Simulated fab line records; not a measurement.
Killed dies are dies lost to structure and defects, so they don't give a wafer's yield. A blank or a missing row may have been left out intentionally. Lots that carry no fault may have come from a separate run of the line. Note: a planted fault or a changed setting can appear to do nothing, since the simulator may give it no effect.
Which tool is to blame? + flow nand-harc + 6 lots, 18 wafers sampled, at 3 steps of a route of 1302

## WHAT EACH GAUGE READ, for each wafer
NHARC_A_ONON_D2_THK_MEAS_21: measures by ellipsometry.
| lot  | measured     | on            | thk-nm (nm)                   |
|------|--------------|---------------|-------------------------------|
| L914 | day 14 15:23 | film-metro-02 | 1013 1015 1014                |
| L915 | day 14 22:44 | film-metro-02 | 989 990 989                   |
| L919 | day 16 18:01 | film-metro-01 | 1398 1004 1399 1401 1004 1400 |
| L926 | day 19 15:27 | film-metro-01 | 983 984 984                   |
| L929 | day 20 14:24 | film-metro-02 | 1006 1005 1004                |
| L931 | day 21 17:08 | film-metro-01 | 997 998 999                   |

## WHAT TOOL EACH LOT RAN ON (gives the tool, then ch and the chambers of the sampled wafers, and finally the start)
| lot  | NHARC_A_DECK1_JOINT_ETCHBACK_00  | NHARC_A_ONON_D2_DEP_19           |
|------|----------------------------------|----------------------------------|
| L914 | rie-si-04 ch 1,2, day 13 03:13   | pecvd-onon-03 ch 0, day 14 14:59 |
| L915 | rie-si-06 ch 0,2,3, day 13 11:26 | pecvd-onon-03 ch 0, day 14 22:16 |
| L919 | rie-si-01 ch 0,1,3, day 15 07:52 | pecvd-onon-03 ch 0, day 16 17:34 |
| L926 | rie-si-06 ch 0,3, day 17 23:07   | pecvd-onon-01 ch 0, day 19 15:07 |
| L929 | rie-si-04 ch 2,3, day 18 23:18   | pecvd-onon-01 ch 0, day 20 13:54 |
| L931 | rie-si-04 ch 0,1,3, day 20 04:30 | pecvd-onon-01 ch 0, day 21 16:38 |
- NHARC_A_DECK1_JOINT_ETCHBACK_00: etches the open film in HBr, target depth 30 nm, time 17.4 s.
- NHARC_A_ONON_D2_DEP_19: target thk 1000 nm.

## THE ANSWER, worked out from the rows above alone
Rule: the lots themselves supply what counts as usual. The widest of any qualifying gaps counts: lots, ordered by their means at a reading, are off when they make up no more than a third of the lots, leave a main group of 4 or more, and stand apart from it by 3 or more times the standard deviation of that group's means. A main group is skipped when, at the precision printed for the reading in the tables above, its means are all equal. Also off: a lot with no number at a reading for which 4 or more lots have one. Where the step has rows for the other lots, those lots are counted as sound.
Off: L919, at NHARC_A_ONON_D2_THK_MEAS_21 (thk-nm). The main group has a mean of 998 nm with a standard deviation of 11.
A tool fits if, at a process step before that reading, it ran every lot that is off, and no sound lot after the first of them. The gauges at NHARC_A_ONON_D2_THK_MEAS_21 are tried like those tools. Undecided on this evidence; 2 tools fit (rie-si-01 at NHARC_A_DECK1_JOINT_ETCHBACK_00, pecvd-onon-03 at NHARC_A_ONON_D2_DEP_19).

## WHAT THE SIMULATOR HAD INSERTED
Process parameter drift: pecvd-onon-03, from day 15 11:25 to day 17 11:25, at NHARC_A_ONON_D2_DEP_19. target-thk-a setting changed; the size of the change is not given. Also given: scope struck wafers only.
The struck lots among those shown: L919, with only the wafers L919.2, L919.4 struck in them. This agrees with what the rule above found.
